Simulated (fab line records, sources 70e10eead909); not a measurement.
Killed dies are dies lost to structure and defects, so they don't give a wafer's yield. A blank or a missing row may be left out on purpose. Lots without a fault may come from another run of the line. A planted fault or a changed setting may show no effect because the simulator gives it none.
Which tool did it? | flow nand_harc | 14 lots, 42 wafers sampled, at 4 steps of a route of 1159

WHAT THE GAUGES READ, wafer by wafer
The record holds no reading of a measuring or inspecting step that can be judged against a usual standard deviation.

WHICH TOOL RAN EACH LOT (tool, then ch and the chambers of the sampled wafers, then the start)
lot  | NHARC_A_SLIT_DEP_23             | NHARC_A_SLIT_DESCUM_14             | NHARC_A_SLIT_ETCH_15               | NHARC_A_SLIT_ETCH_29
L288 | pecvd-02 ch 0,1, day 14 02:41   | rie_diel-13 ch 1,2,3, day 14 03:34 | rie_diel-13 ch 2,3, day 14 03:47   | rie_diel-13 ch 0,1,3, day 14 07:57
L289 | pecvd-01 ch 0,1, day 14 17:31   | rie_diel-13 ch 1,3, day 14 18:23   | rie_diel-13 ch 1,3, day 14 18:49   | rie_diel-13 ch 0,1, day 14 21:29
L290 | pecvd-01 ch 0,1,2, day 15 06:43 | rie_diel-01 ch 1,3, day 15 07:32   | rie_diel-01 ch 0,2, day 15 07:46   | rie_diel-02 ch 0,1, day 15 12:43
L291 | pecvd-01 ch 0,1,2, day 15 06:51 | rie_diel-13 ch 0,2,3, day 15 07:43 | rie_diel-13 ch 1,2,3, day 15 07:54 | rie_diel-01 ch 0,2,3, day 15 13:05
L292 | pecvd-03 ch 1,2, day 15 08:39   | rie_diel-02 ch 1,2, day 15 09:29   | rie_diel-02 ch 0,1, day 15 09:43   | rie_diel-01 ch 0,1,2, day 15 14:24
L295 | pecvd-02 ch 0,2, day 16 00:06   | rie_diel-01 ch 1,2, day 16 00:50   | rie_diel-01 ch 1,3, day 16 01:04   | rie_diel-13 ch 0,3, day 16 03:44
L294 | pecvd-03 ch 1,2, day 16 01:07   | rie_diel-13 ch 0,2,3, day 16 01:58 | rie_diel-13 ch 0,2,3, day 16 02:08 | rie_diel-13 ch 1,2,3, day 16 04:49
L296 | pecvd-02 ch 1,2, day 16 19:02   | rie_diel-02 ch 0,2,3, day 16 19:55 | rie_diel-02 ch 0,3, day 16 20:05   | rie_diel-02 ch 1,2,3, day 17 01:05
L297 | pecvd-01 ch 0,2, day 16 20:18   | rie_diel-01 ch 1,2, day 16 21:04   | rie_diel-01 ch 0,2, day 16 21:15   | rie_diel-13 ch 0,1,2, day 17 01:52
L303 | pecvd-02 ch 0,1,2, day 18 02:34 | rie_diel-01 ch 0,1,2, day 18 03:26 | rie_diel-01 ch 0,1,2, day 18 03:37 | rie_diel-01 ch 0,1,2, day 18 06:20
L306 | pecvd-02 ch 0,1,2, day 19 00:43 | rie_diel-01 ch 0,1,3, day 19 01:37 | rie_diel-01 ch 2,3, day 19 02:04   | rie_diel-13 ch 1,3, day 19 06:16
L308 | pecvd-02 ch 0,2, day 19 00:51   | rie_diel-13 ch 0,1,2, day 19 01:46 | rie_diel-13 ch 1,2,3, day 19 02:02 | rie_diel-02 ch 1,2,3, day 19 04:37
L307 | pecvd-01 ch 0,1,2, day 19 02:38 | rie_diel-02 ch 2,3, day 19 03:23   | rie_diel-02 ch 1,3, day 19 03:33   | rie_diel-02 ch 0,2, day 19 06:17
L311 | pecvd-03 ch 0,1,2, day 19 16:46 | rie_diel-02 ch 1,2,3, day 19 17:38 | rie_diel-02 ch 0,1,2, day 19 17:49 | rie_diel-13 ch 0,1,3, day 19 20:31
- NHARC_A_SLIT_DEP_23: deposits SiON, target thk 100 nm.
- NHARC_A_SLIT_DESCUM_14: chemistry O2, time 3 s.
- NHARC_A_SLIT_ETCH_15: etches the open film in O2/COS, target depth 3200 nm, time 832 s.
- NHARC_A_SLIT_ETCH_29: etches the open film in CF4/O2, target depth 100 nm, overetch 10 nm, time 55 s.

WHAT THE TOOLS THEMSELVES READ (means of the sampled wafers that have a number; where no wafer has one, the mark that the record gives instead)
NHARC_A_SLIT_DEP_23. Usual: heater_power_w 768 W, standard deviation 59.
lot  | tool     | heater_power_w (W) | flag
L288 | pecvd-02 | 705                |
L289 | pecvd-01 | 757                |
L290 | pecvd-01 | 799                |
L291 | pecvd-01 | 784                |
L292 | pecvd-03 | 751                |
L295 | pecvd-02 | 779                |
L294 | pecvd-03 | 696                |
L296 | pecvd-02 | 796                |
L297 | pecvd-01 | 823                |
L303 | pecvd-02 | 764                |
L306 | pecvd-02 | 777                |
L308 | pecvd-02 | 748                |
L307 | pecvd-01 | 778                |
L311 | pecvd-03 | 739                |

NHARC_A_SLIT_DESCUM_14. Usual: drypump_motor_current_A 6.0 A, standard deviation 0.48; oes_product_au 1.003 a.u., standard deviation 0.0069; rf_vpp_V 57.7 V, standard deviation 0.86; showerhead_plenum_p_Torr 1.90 Torr, standard deviation 0.068; throttle_valve_pct 11.312 %, standard deviation 0.0091.
lot  | tool        | drypump_motor_current_A (A) | oes_product_au (a.u.) | rf_vpp_V (V) | showerhead_plenum_p_Torr (Torr) | throttle_valve_pct (%) | flag
L288 | rie_diel-13 | 5.9                         | 1.014                 | 57.3         | 1.92                            | 11.310                 |
L289 | rie_diel-13 | 6.0                         | 1.015                 | 57.7         | 1.87                            | 11.319                 |
L290 | rie_diel-01 | 5.7                         | 1.004                 | 58.1         | 1.89                            | 11.324                 |
L291 | rie_diel-13 | 5.9                         | 1.003                 | 57.8         | 1.90                            | 11.318                 |
L292 | rie_diel-02 | 5.8                         | 1.011                 | 57.3         | 1.94                            | 11.313                 |
L295 | rie_diel-01 | 6.2                         | 1.000                 | 57.4         | 1.88                            | 11.319                 |
L294 | rie_diel-13 | 5.9                         | 1.016                 | 57.5         | 1.90                            | 11.304                 |
L296 | rie_diel-02 | 5.7                         | 1.006                 | 58.4         | 1.89                            | 11.310                 |
L297 | rie_diel-01 | 6.2                         | 1.000                 | 57.8         | 1.88                            | 11.322                 |
L303 | rie_diel-01 | 6.5                         | 1.008                 | 58.3         | 1.93                            | 11.313                 |
L306 | rie_diel-01 | 6.0                         | 1.000                 | 57.4         | 1.94                            | 11.307                 |
L308 | rie_diel-13 | 6.1                         | 1.000                 | 58.2         | 1.89                            | 11.309                 |
L307 | rie_diel-02 | 5.4                         | 1.003                 | 57.0         | 1.85                            | 11.311                 |
L311 | rie_diel-02 | 5.5                         | 1.002                 | 57.9         | 1.89                            | 11.316                 |

NHARC_A_SLIT_ETCH_15. Usual: drypump_motor_current_A 5.9 A, standard deviation 0.49; oes_product_au 1.003 a.u., standard deviation 0.0064; rf_vpp_V 314.0 V, standard deviation 1.8; run_length_s 853.0 s, standard deviation 0.44; showerhead_plenum_p_Torr 3.11 Torr, standard deviation 0.11; throttle_valve_pct 28.331 %, standard deviation 0.0094.
lot  | tool        | drypump_motor_current_A (A) | oes_product_au (a.u.) | rf_vpp_V (V) | run_length_s (s) | showerhead_plenum_p_Torr (Torr) | throttle_valve_pct (%) | flag
L288 | rie_diel-13 | 5.7                         | 1.008                 | 315.1        | 853.5            | 3.20                            | 28.331                 |
L289 | rie_diel-13 | 6.0                         | 1.008                 | 313.1        | 853.1            | 3.05                            | 28.328                 |
L290 | rie_diel-01 | 6.7                         | 1.000                 | 315.9        | 852.9            | 3.24                            | 28.333                 |
L291 | rie_diel-13 | 5.9                         | 1.008                 | 314.0        | 853.0            | 3.13                            | 28.330                 |
L292 | rie_diel-02 | 5.7                         | 1.000                 | 314.4        | 852.4            | 3.11                            | 28.326                 |
L295 | rie_diel-01 | 5.5                         | 1.008                 | 314.3        | 852.8            | 3.11                            | 28.323                 |
L294 | rie_diel-13 | 5.9                         | 1.001                 | 313.8        | 853.4            | 3.10                            | 28.329                 |
L296 | rie_diel-02 | 5.4                         | 1.000                 | 311.7        | 853.1            | 3.00                            | 28.336                 |
L297 | rie_diel-01 | 6.7                         | 1.001                 | 316.1        | 853.0            | 3.24                            | 28.328                 |
L303 | rie_diel-01 | 6.5                         | 1.006                 | 314.1        | 675.2            | 3.15                            | 28.342                 | OFF
L306 | rie_diel-01 | 6.2                         | 1.004                 | 313.1        | 675.1            | 3.11                            | 28.337                 | OFF
L308 | rie_diel-13 | 5.9                         | 0.998                 | 315.4        | 853.2            | 3.12                            | 28.317                 |
L307 | rie_diel-02 | 5.4                         | 1.004                 | 312.7        | 853.1            | 3.06                            | 28.327                 |
L311 | rie_diel-02 | 5.7                         | 1.009                 | 313.5        | 852.7            | 3.14                            | 28.335                 |

NHARC_A_SLIT_ETCH_29. Usual: drypump_motor_current_A 5.9 A, standard deviation 0.45; oes_product_au 1.002 a.u., standard deviation 0.0073; rf_vpp_V 197.6 V, standard deviation 1.1; run_length_s 76.0 s, standard deviation 0.44; showerhead_plenum_p_Torr 1.33 Torr, standard deviation 0.047; throttle_valve_pct 13.397 %, standard deviation 0.008.
lot  | tool        | drypump_motor_current_A (A) | oes_product_au (a.u.) | rf_vpp_V (V) | run_length_s (s) | showerhead_plenum_p_Torr (Torr) | throttle_valve_pct (%) | flag
L288 | rie_diel-13 | 6.1                         | 0.991                 | 197.7        | 76.1             | 1.29                            | 13.397                 |
L289 | rie_diel-13 | 6.3                         | 0.998                 | 196.8        | 75.7             | 1.28                            | 13.390                 |
L290 | rie_diel-02 | 5.6                         | 1.009                 | 196.9        | 75.5             | 1.33                            | 13.407                 |
L291 | rie_diel-01 | 6.2                         | 0.995                 | 198.6        | 75.8             | 1.36                            | 13.401                 |
L292 | rie_diel-01 | 6.5                         | 1.000                 | 197.9        | 75.8             | 1.35                            | 13.394                 |
L295 | rie_diel-13 | 6.1                         | 0.999                 | 197.3        | 76.3             | 1.28                            | 13.401                 |
L294 | rie_diel-13 | 5.8                         | 1.005                 | 196.9        | 76.3             | 1.34                            | 13.399                 |
L296 | rie_diel-02 | 5.5                         | 1.004                 | 197.7        | 75.8             | 1.32                            | 13.397                 |
L297 | rie_diel-13 | 6.1                         | 1.005                 | 196.7        | 75.9             | 1.32                            | 13.403                 |
L303 | rie_diel-01 | 6.5                         | 1.000                 | 198.5        | 75.8             | 1.35                            | 13.397                 |
L306 | rie_diel-13 | 5.8                         | 1.000                 | 198.1        | 76.4             | 1.31                            | 13.398                 |
L308 | rie_diel-02 | 5.5                         | 1.009                 | 197.6        | 75.8             | 1.32                            | 13.401                 |
L307 | rie_diel-02 | 5.8                         | 1.007                 | 198.2        | 75.5             | 1.34                            | 13.400                 |
L311 | rie_diel-13 | 6.1                         | 0.993                 | 196.9        | 76.2             | 1.29                            | 13.396                 |

THE ANSWER, worked out from the rows above alone
Rule: a lot is off if the mean of its wafers that have a number lies more than 3 standard deviations from the usual mean. A lot without any number at a reading at which 4 lots or more have one is off too. The other lots that the step has rows for count as sound. The gauges are gone through in route order, then the tools' own readings, and for those a lot's mean is taken as printed above. The first step at which some lot is off is used, and at that step the reading that is off furthest; a lot without a number counts as furthest.
Off: L303, L306, at NHARC_A_SLIT_ETCH_15 (run_length_s).
A tool fits if, at that step or a process step before it, it ran every lot that is off, and no sound lot after the first of them. One fits: rie_diel-01 at NHARC_A_SLIT_DESCUM_14 and NHARC_A_SLIT_ETCH_15. At NHARC_A_SLIT_DESCUM_14 its last sound lot is L297 (day 16 21:04), its first lot that is off L303 (day 18 03:26): a fault that began between those two fits.

WHAT THE SIMULATOR HAD PUT IN
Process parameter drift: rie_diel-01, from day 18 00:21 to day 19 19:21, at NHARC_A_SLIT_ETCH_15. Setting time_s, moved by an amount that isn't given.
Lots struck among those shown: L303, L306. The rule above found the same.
